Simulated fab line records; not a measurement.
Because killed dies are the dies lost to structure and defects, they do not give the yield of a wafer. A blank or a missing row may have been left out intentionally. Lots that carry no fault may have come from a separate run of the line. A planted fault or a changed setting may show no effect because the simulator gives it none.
Matching of chambers | flow nand_harc | rie_diel-05 running NHARC_P_GATE_DESCUM_93: 4 sister chambers
The step chemistry O2, time 3 s. 18 wafers are shown with their chamber, then 9 later ones without.

## WAFERS, EACH WITH ITS CHAMBER
wafer  | chamber | showerhead_plenum_p_Torr (Torr) | drypump_motor_current_A (A) | oes_product_au (a.u.)
L076.2 | 3       | 1.97                            | 5.7                         | 0.998
L076.5 | 3       | 1.97                            | 5.7                         | 1.001
L076.6 | 0       | 1.95                            | 5.9                         | 0.992
L079.1 | 2       | 1.88                            | 6.1                         | 0.990
L079.4 | 0       | 1.94                            | 5.9                         | 0.985
L079.6 | 0       | 1.94                            | 5.9                         | 0.982
L081.1 | 3       | 1.97                            | 5.7                         | 1.004
L081.2 | 2       | 1.87                            | 6.1                         | 0.999
L081.5 | 0       | 1.94                            | 5.9                         | 0.995
L083.1 | 0       | 1.94                            | 5.9                         | 0.978
L083.2 | 3       | 1.97                            | 5.7                         | 1.017
L083.5 | 1       | 1.88                            | 5.8                         | 1.004
L086.1 | 0       | 1.94                            | 6.0                         | 0.982
L086.2 | 3       | 1.97                            | 5.8                         | 1.019
L086.6 | 0       | 1.94                            | 5.9                         | 0.996
L091.1 | 2       | 1.87                            | 6.1                         | 0.979
L091.2 | 0       | 1.94                            | 5.9                         | 0.980
L091.3 | 3       | 1.96                            | 5.7                         | 1.012

SIGNATURES (means of the wafers above)
reading                  | chamber 0 | chamber 1 | chamber 2 | chamber 3 | scatter within a chamber
showerhead_plenum_p_Torr | 1.9412    | 1.8800    | 1.8733    | 1.9683    | 0.00412
drypump_motor_current_A  | 5.913     | 5.800     | 6.100     | 5.717     | 0.0349
oes_product_au           | 0.98625   | 1.00400   | 0.98933   | 1.00850   | 0.00816
Rule: for a wafer and a chamber, the distance is found by dividing, reading by reading, the gap between the wafer's reading and the chamber's mean by the reading's scatter, squaring, summing and taking the root. The wafer belongs to the nearest chamber; if the next one is less than 2 further off, it can't be placed. The scatter is the square root of a quotient: the sum, over the shown wafers, of each reading's squared deviation from its chamber's mean, divided by wafers minus chambers.

## WAFERS WITHOUT THEIR CHAMBER
wafer  | showerhead_plenum_p_Torr (Torr) | drypump_motor_current_A (A) | oes_product_au (a.u.)
L093.1 | 1.96                            | 5.7                         | 1.016
L093.3 | 1.87                            | 5.8                         | 1.014
L093.6 | 1.96                            | 5.7                         | 1.021
L094.2 | 1.96                            | 5.7                         | 1.025
L094.4 | 1.87                            | 5.8                         | 1.009
L094.5 | 1.94                            | 5.9                         | 1.000
L095.3 | 1.87                            | 6.1                         | 0.984
L095.4 | 1.87                            | 5.8                         | 1.006
L095.5 | 1.87                            | 5.8                         | 1.008

## CHAMBER TAKEN BY EACH
wafer  | from the rows above | in truth
L093.1 | 3                   | 3
L093.3 | 1                   | 1
L093.6 | 3                   | 3
L094.2 | 3                   | 3
L094.4 | 1                   | 1
L094.5 | 0                   | 0
L095.3 | 2                   | 2
L095.4 | 1                   | 1
L095.5 | 1                   | 1
Correctly placed: 9 of 9. Number that these rows cannot place: 0. Wrongly placed: 0.
